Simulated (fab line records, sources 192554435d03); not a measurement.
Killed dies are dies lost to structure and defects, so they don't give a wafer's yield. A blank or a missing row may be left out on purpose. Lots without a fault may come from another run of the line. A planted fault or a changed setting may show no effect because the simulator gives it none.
Problem report in the 8D (eight disciplines) form, filled by code | flow n5_finfet | the parts of the form that need people (team, actions taken, sign-off) are left out

1. THE PROBLEM
killed_at_front_end at N5_PASSIVATION_PROBE_49 reads a mean of 163 on 2 wafers of 2 lots; wafers without a fault read 40 with a standard deviation of 11. That is +11 standard deviations from the usual mean.
First seen on wafer L159.1, day 18 17:08, on prober-01. The record holds 21 wafers of 7 lots with a number at this step. Rule for "out", or "out of limits": more than 4 standard deviations from the usual mean. The other wafers with a number count as sound.

2. WHAT IT IS AND WHAT IT IS NOT
question                    | is                                                                                                       | is not
which readings at this step | killed_at_front_end, defect_limited_yield, killed_dies, sort_bin_5_function, sort_n_pass, sort_yield_pct | killed_at_M0_to_M3, killed_at_M4_up, killed_at_contacts, killed_at_other, killed_open, killed_short, sort_bin_4_leakage, sort_bin_8_speed
which lots                  | L158, L159                                                                                               | L139, L144, L147, L148, L151
which wafers of those lots  | L158.1, L159.1                                                                                           | L158.3, L158.5, L159.3, L159.6
read on which tools         | prober-01, prober-02                                                                                     | -
when                        | from day 18 17:08                                                                                        | up to then (15 sound wafers); but 4 sound wafers of L158, L159 came after

3. SUSPECTS, AND WHAT RULES EACH OUT
Counting: a tool at a process step up to the reading stays a suspect if it ran every lot that is out. Sound lots after the first of them don't rule it out here, since some wafers of a struck lot are sound.
- rie_si-02 at N5_PMOS_HMC_CHANNEL_EPI_FIN_RECESS_16 (chemistry HBr/Cl2, target Si, target depth 54 nm, time 18 s): kept. It ran every lot that is out, first L158 (day 7 00:16); its last sound lot up to then is L151 (day 5 05:46).
- Within rie_si-02 at N5_PMOS_HMC_CHANNEL_EPI_FIN_RECESS_16: the wafers that are out ran in chamber 0; their sound lot-mates ran in chamber 2.
Left after counting: rie_si-02 at N5_PMOS_HMC_CHANNEL_EPI_FIN_RECESS_16.

4. THE CAUSE (what the simulator had put in)
Chamber particle source: rie_si-02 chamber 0, from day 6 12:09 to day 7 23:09, at N5_PMOS_HMC_CHANNEL_EPI_FIN_RECESS_16. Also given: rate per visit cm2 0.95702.
Counting left only this tool.

5. THE CHAIN OF EFFECTS, in route order
Each row: a reading whose mean over the struck wafers that have a number lies more than 3 standard deviations from the usual. Only readings for which the record gives a usual standard deviation are gone through. hours: the time from each lot's start at the first step in this table that gives one to its start at this step, as a median over the lots. sigmas: the change in usual standard deviations.
hours | step                    | reading              | usual  | on struck wafers | change | sigmas
0     | N5_PASSIVATION_PROBE_49 | defect_limited_yield | 91.0 % | 81.5             | -9.5   | -6.8
0     | N5_PASSIVATION_PROBE_49 | killed_at_front_end  | 40     | 163              | +123   | +11
0     | N5_PASSIVATION_PROBE_49 | killed_dies          | 106    | 218              | +112   | +6.6
0     | N5_PASSIVATION_PROBE_49 | sort_bin_5_function  | 5.3 %  | 11.1             | +5.8   | +5.8
0     | N5_PASSIVATION_PROBE_49 | sort_n_pass          | 1073   | 962              | -110   | -5.8
0     | N5_PASSIVATION_PROBE_49 | sort_yield_pct       | 91.0 % | 81.5             | -9.5   | -5.9
The process steps in it:
- N5_PASSIVATION_PROBE_49

6. WHAT WOULD HAVE CAUGHT IT SOONER
In this record the first reading out of limits was taken at day 18 17:08, 293 hours after the fault began at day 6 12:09.
Of the tool readings at N5_PMOS_HMC_CHANNEL_EPI_FIN_RECESS_16 for which the record gives a usual standard deviation, none was out on any struck wafer, so an alarm limit of 4 standard deviations on them would not have fired.
All the lots that are out (2) had begun N5_PMOS_HMC_CHANNEL_EPI_FIN_RECESS_16 on rie_si-02 by day 18 17:08. A hold on the tool at that time would have spared none of them.
